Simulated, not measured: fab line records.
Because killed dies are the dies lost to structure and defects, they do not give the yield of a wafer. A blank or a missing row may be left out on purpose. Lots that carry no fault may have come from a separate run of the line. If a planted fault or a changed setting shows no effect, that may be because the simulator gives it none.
A struck lot beside a sound one + flow nandHarc + 15 steps out of a route of 1159
Sound: the wafers L751.2, L751.3, L751.6. Struck: wafer L767.4 (left out: L767.2, L767.5 of the same lot, which were not struck); the cause appears at the end.
Per side, at each step with rows, come the tool, then ch with its chambers, and then its first start. Under that, the readings that differ: sound wafers + struck wafers + difference of the means + sigmas: that difference in standard deviations of wafers without a fault.
alike: words and numbers the same on both sides, and readings whose means are apart by under 2 such deviations; not compared: readings that were withheld, readings missing a value for some wafer, numbers with overlapping values and no deviation given by the record, and bounds like >300 which may hide the same value.
The two part at a step that has a row with sigmas, a row that says differs or no value, or rows on one side only. When numbers do not overlap yet have no deviation, they are printed without sigmas and do not part them. Lack of a reading on every wafer of one side parts them only where that side has two or more wafers.

first, 5 steps without rows for these wafers: NHARC_A_CHANNEL_HOLE_D1_SOFTBAKE_05 (time 55 s); NHARC_A_CHANNEL_HOLE_D1_EBR_06; NHARC_A_CHANNEL_HOLE_D1_EXPOSE_07 (exposes mask HOLE D1, target cd 100 nm); NHARC_A_CHANNEL_HOLE_D1_PEB_08 (peb time 65 s); NHARC_A_CHANNEL_HOLE_D1_DEVELOP_09 (develop time 35 s).
NHARC_A_CHANNEL_HOLE_D1_CD_MEAS_10 targets a cd of 100 nm.
  sound on cdSem-03 ch 0, day 8 05:09; struck on cdSem-01 ch 0, day 12 05:01
  alike: cdNm
NHARC_A_CHANNEL_HOLE_D1_OVL_MEAS_11:
  sound on overlay-01, day 8 05:14; struck on overlay-02, day 12 05:06
| reading         | sound       | struck | difference | sigmas |
|-----------------|-------------|--------|------------|--------|
| overlayYNm (nm) | 2.9 2.9 2.9 | -1.6   | -4.5       | -4     |
  alike: overlayXNm
NHARC_A_CHANNEL_HOLE_D1_INSPECT_12:
  sound on defectInspect-02, day 8 05:16; struck on defectInspect-02, day 12 05:08
  alike: rawDefectCount
NHARC_A_CHANNEL_HOLE_D1_DESCUM_15: chemistry O2, time 3 s.
  sound on rieDiel-10 ch 1,2,3, day 8 05:20; struck on rieDiel-10 ch 1, day 12 05:12
| reading    | sound          | struck | difference | sigmas |
|------------|----------------|--------|------------|--------|
| rfVppV (V) | 54.9 56.7 57.0 | 60.1   | +3.9       | +4     |
  alike: drypumpMotorCurrentA, oesProductAu, showerheadPlenumPTorr, throttleValvePct
  not compared: rfHoursCounterH
NHARC_A_CHANNEL_HOLE_D1_ETCH_38: etches the open film in CF4, target depth 39 nm, time 65 s.
  sound on rieDiel-10 ch 1,2,3, day 8 05:25; struck on rieDiel-10 ch 2, day 12 05:17
| reading         | sound             | struck | difference | sigmas |
|-----------------|-------------------|--------|------------|--------|
| rfFwdPowerW (W) | 298.8 298.9 298.4 | 296.0  | -2.7       | -3     |
  alike: drypumpMotorCurrentA, oesProductAu, rfVppV, runLengthS, showerheadPlenumPTorr, throttleValvePct
  not compared: rfHoursCounterH
NHARC_A_CHANNEL_HOLE_D1_ETCH_39: etches the open film in N2/H2, target depth 260 nm, time 325 s.
  sound: rieDiel-10 ch 0,3; struck: rieDiel-10 ch 3
| reading              | sound                | struck | difference | sigmas |
|----------------------|----------------------|--------|------------|--------|
| throttleValvePct (%) | 14.171 14.170 14.176 | 14.151 | -0.021     | -3     |
  alike: drypumpMotorCurrentA, oesProductAu, rfFwdPowerW, rfVppV, runLengthS, showerheadPlenumPTorr
  not compared: rfHoursCounterH
NHARC_A_CHANNEL_HOLE_D1_ETCH_34: etches the open film in CF4/CHF3, target depth 154 nm, time 77 s.
  sound: rieDiel-10 ch 0,2,3; struck: rieDiel-10 ch 3
| reading             | sound             | struck | difference | sigmas |
|---------------------|-------------------|--------|------------|--------|
| oesProductAu (a.u.) | 0.993 0.969 0.963 | 0.923  | -0.052     | -2     |
  alike: drypumpMotorCurrentA, rfFwdPowerW, rfVppV, runLengthS, showerheadPlenumPTorr, throttleValvePct
  not compared: rfHoursCounterH
NHARC_A_CHANNEL_HOLE_D1_ETCH_16: etches the open film in O2/COS, target depth 3100 nm, time 806 s.
  sound on rieDiel-10 ch 0,1,2, day 8 05:55; struck on rieDiel-10 ch 2, day 12 05:47
| reading        | sound             | struck | difference | sigmas      |
|----------------|-------------------|--------|------------|-------------|
| runLengthS (s) | 827.6 827.0 827.0 | 643.3  | -183.9     | -99 or more |
  alike: drypumpMotorCurrentA, oesProductAu, rfVppV, showerheadPlenumPTorr, throttleValvePct
  not compared: rfFwdPowerW, rfHoursCounterH
NHARC_A_CHANNEL_HOLE_D1_CD_MEAS_18:
  sound on cdSem-01, day 8 06:26; struck on cdSem-03, day 12 06:19
  alike: cdNm
-- jump in the record: it breaks off in module A_CHANNEL_HOLE_D1 and resumes in module END (first step shown: number 1159 of the route), and 12 days separate the struck wafers' starts before and after --
NHARC_END_SORT_01:
  at this point the record logs the struck wafers (prober-01 ch 0, day 23 23:58) and has no rows for the sound ones

== WHERE THEY PART ==
Earliest at NHARC_A_CHANNEL_HOLE_D1_OVL_MEAS_11; latest, in this record, at NHARC_END_SORT_01.

WHY: the cause the simulator had injected
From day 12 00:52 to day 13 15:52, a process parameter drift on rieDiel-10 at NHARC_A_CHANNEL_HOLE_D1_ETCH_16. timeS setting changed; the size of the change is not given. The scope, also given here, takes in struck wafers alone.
